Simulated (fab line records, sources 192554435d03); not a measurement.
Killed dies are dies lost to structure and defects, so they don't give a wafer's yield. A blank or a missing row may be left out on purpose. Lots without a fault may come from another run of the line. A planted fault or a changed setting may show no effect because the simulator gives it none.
A struck lot beside a sound one | flow n5_finfet | 16 steps out of a route of 1938
Sound: wafers L123.2, L123.3, L123.5. Struck: wafers L132.2, L132.3, L132.6. The cause comes at the end.
At each step with rows: each side's tool, then ch and its chambers, then its first start. Under that, the readings that differ: sound wafers | struck wafers | difference of the means | sigmas: that difference in standard deviations of wafers without a fault.
alike: readings whose means differ by less than 2 such deviations, and words and numbers that are the same on both sides. not compared: withheld readings, readings that some wafer has no value for, bounds like >300 that may hide the same value, and numbers for which the record gives no deviation and whose values overlap.
The two part at a step that has a row with sigmas, a row that says differs or no value, or rows on one side only. Numbers that don't overlap but have no deviation are shown without sigmas and don't part them. A reading that every wafer of one side lacks parts them only if that side has two wafers or more.

first, 2 steps without rows for these wafers: N5_BEOL_M0_WET_ETCH_106 (etches SiO2 in DHF, target depth 130 nm, rinse time 30 s); N5_BEOL_M0_ETCH_128 (etches SiCN in CF4/N2, target depth 12 nm, overetch 5.1 nm, time 21.4 s).
N5_BEOL_M0_TRENCH_ETCH_107: etches SiOC in C4F6/O2, target depth 32.8 nm, time 16.4 s.
  sound on rie_diel-06 ch 2,3, day 6 00:24; struck on rie_diel-05 ch 1,2, day 7 23:57
  reading                     | sound       | struck      | difference | sigmas
  drypump_motor_current_A (A) | 5.0 4.9 5.0 | 6.3 6.6 6.7 | +1.6       | +3
  alike: C4F6_flow_sccm, O2_flow_sccm, mfc_ar_sccm, oes_product_au, rf_vpp_V, showerhead_plenum_p_Torr, throttle_valve_pct
  not compared: rf_hours_counter_h
then, 1 step without rows for these wafers: N5_BEOL_M0_STRIP_142 (strips in N2/H2, time 10 s).
N5_BEOL_M0_OCD_MEAS_108:
  sound on ocd-01, day 6 00:30; struck on ocd-02, day 8 00:04
  alike: trench_depth_nm
then, 2 steps without rows for these wafers: N5_BEOL_M0_HM_STRIP_129 (strips TiN in peroxide tin strip, target depth 17 nm, time 108 s); N5_BEOL_M0_SRD_130 (time 30 s).
N5_BEOL_M0_ETCH_109: etches SiCN in CH3F/O2, target depth 8 nm, overetch 2.4 nm, time 27.4 s.
  sound on rie_diel-05 ch 2,3, day 6 00:37; struck on rie_diel-02 ch 0,2, day 8 00:23
  alike: O2_flow_sccm, drypump_motor_current_A, mfc_ar_sccm, oes_product_au, rf_vpp_V, showerhead_plenum_p_Torr, throttle_valve_pct
  not compared: rf_hours_counter_h
then, 2 steps without rows for these wafers: N5_BEOL_M0_STRIP_139 (strips in post etch residue remover, time 60 s); N5_BEOL_M0_SRD_111 (time 30 s).
N5_BEOL_M0_DEGAS_112: time 60 s.
  sound on pvd_sputter-03, day 6 00:58; struck on pvd_sputter-01, day 8 00:49
  alike: heater_power_w, susceptor_temp_C
N5_BEOL_M0_PRE_CLEAN_113: time 30 s.
  sound on pvd_sputter-03, day 6 01:00; struck on pvd_sputter-01, day 8 00:52
  alike: heater_power_w, susceptor_temp_C
N5_BEOL_M0_ALD_136: deposits TaN, pulse time 2 s, purge time 3 s, co reactant purge time 2 s.
  sound on ald_metal-01 ch 1,2, day 6 01:04; struck on ald_metal-02 ch 0,2, day 8 01:09
  reading                      | sound                | struck               | difference                    | sigmas
  co_reactant_pulse_time_s (s) | 3 3 3                | 2.6292 2.6292 2.6292 | -0.3708                       |
  susceptor_temp_C (C)         | 275.17 275.16 275.37 | - - -                | no value on the struck wafers |
  alike: heater_power_w, precursor_vessel_pressure_torr
  not compared: since_wet_clean_h
N5_BEOL_M0_SURFACE_TREAT_137:
  sound on pvd_sputter-03, day 6 01:29; struck on pvd_sputter-03, day 8 02:03
  not compared: throttle_valve_pct
-- the record jumps here: 3 days lie between the struck wafers' starts before and after (it left off in module BEOL_M0 and takes up again in module BEOL_M4, whose first step shown is number 1111 of the route) --
N5_BEOL_M4_RC_MEAS_101:
  sound on prober-02 ch 0, day 8 00:35; struck on prober-02 ch 0, day 11 02:38
  alike: DIBL_N, DIBL_P, IOFF_N, IOFF_P, ION_N, ION_P, SS_N, SS_P, VT_N, VT_P
then, 1 step without rows for these wafers: N5_PASSIVATION_PROBE_49.

WHERE THEY PART
First at N5_BEOL_M0_TRENCH_ETCH_107; last, within this record, at N5_BEOL_M0_ALD_136. Later steps at which nothing parts them and some readings are alike: N5_BEOL_M4_RC_MEAS_101.

WHY: what the simulator had put in
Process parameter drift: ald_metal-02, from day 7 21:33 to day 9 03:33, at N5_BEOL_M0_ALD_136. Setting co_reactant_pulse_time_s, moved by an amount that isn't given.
